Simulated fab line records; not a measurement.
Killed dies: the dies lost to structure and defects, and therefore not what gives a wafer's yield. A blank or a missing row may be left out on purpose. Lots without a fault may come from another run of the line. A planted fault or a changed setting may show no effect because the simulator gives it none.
Problem report in the 8D (eight disciplines) form, filled by code || flow n5-finfet || the parts of the form that need people (team, actions taken, sign-off) are left out

1. WHAT IS WRONG
Wafers without a fault read 50.00 rpm, standard deviation 0.036; platen-rpm at N5_BEOL_M10_CMP_52 reads a mean of 52.02 rpm on 6 wafers belonging to 2 lots. That is +56 standard deviations from the usual mean.
The step: polishes, stops on SiCOH lowk, t overpolish 7 s, target thk 140 nm.
First observed at day 14 23:54: wafer L464.1, on cmp-04. At this step, 35 wafers from 13 lots have a number in the record. The rule behind "out" and "out of limits": a value lying over 4 standard deviations away from the usual mean. All remaining wafers that have a number are taken as sound.

2. WHAT IT IS; WHAT IT IS NOT
{"question": "which readings at this step", "is": "platen-rpm", "is not": "motor-current-A, time-to-endpoint-s"}
{"question": "which lots", "is": "L464, L465", "is not": "L446, L447, L450, L451, L453, L454, L457, L458, L459, L466, L468"}
{"question": "which wafers of those lots", "is": "all that have a number", "is not": "-"}
{"question": "read on which tools", "is": "cmp-04", "is not": "cmp-02, cmp-03"}
{"question": "when", "is": "from day 14 23:54", "is not": "up to then (24 sound wafers); but 5 sound wafers of L466, L468 came after"}

3. THE SUSPECTS, EACH WITH WHAT RULES IT OUT
Counting: a tool stays on the suspect list if, at a process step up to the reading, it processed all lots that are out and no sound lot following the first of them.
- uv-cure-01 at N5_BEOL_M10_CURE_72 (cures SiCOH lowk, time 120 s): kept. It ran every lot that is out, first L464 (day 14 21:53), and no sound lot after that.
- cmp-04 at N5_BEOL_M10_CMP_52 (polishes, stops on SiCOH lowk, t overpolish 7 s, target thk 140 nm): kept. It ran every lot that is out, first L464 (day 14 23:54), and no sound lot after that; its last sound lot up to then is L458 (day 13 14:25). Its own platen-rpm readings are out on those wafers.
Left after counting: uv-cure-01 at N5_BEOL_M10_CURE_72, cmp-04 at N5_BEOL_M10_CMP_52.

4. THE CAUSE (what the simulator had put in)
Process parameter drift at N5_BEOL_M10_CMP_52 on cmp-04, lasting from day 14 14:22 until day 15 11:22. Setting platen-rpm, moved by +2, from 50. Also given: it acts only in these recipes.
This tool is one of the 2 suspects left after counting.

5. THE CHAIN OF EFFECTS, in route order
Rows list readings where the struck wafers' mean (over those with a number) sits beyond 3 standard deviations from the usual. Readings are gone through only where the record gives a usual standard deviation; hours: the median, over the lots, of the time from a lot's start at the first step in this table giving one to that lot's start at this step; sigmas: the change measured in usual standard deviations.
{"hours": 0, "step": "N5_BEOL_M10_CMP_52", "reading": "platen-rpm", "usual": "50.00 rpm", "on struck wafers": 52.02, "change": "+2.02", "sigmas": "+56"}
Here are the process steps it includes:
- N5_BEOL_M10_CMP_52: polishes, stops on SiCOH lowk, t overpolish 7 s, target thk 140 nm.
Later measuring or inspecting steps at which every struck wafer that the step has a row for has a number for every such reading, and none has moved that far: N5_BEOL_M11_THK_MEAS_01.

6. HOW IT WOULD HAVE BEEN CAUGHT EARLIER
In this record the first reading out of limits was taken at day 14 23:54, 10 hours after the fault began at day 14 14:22.
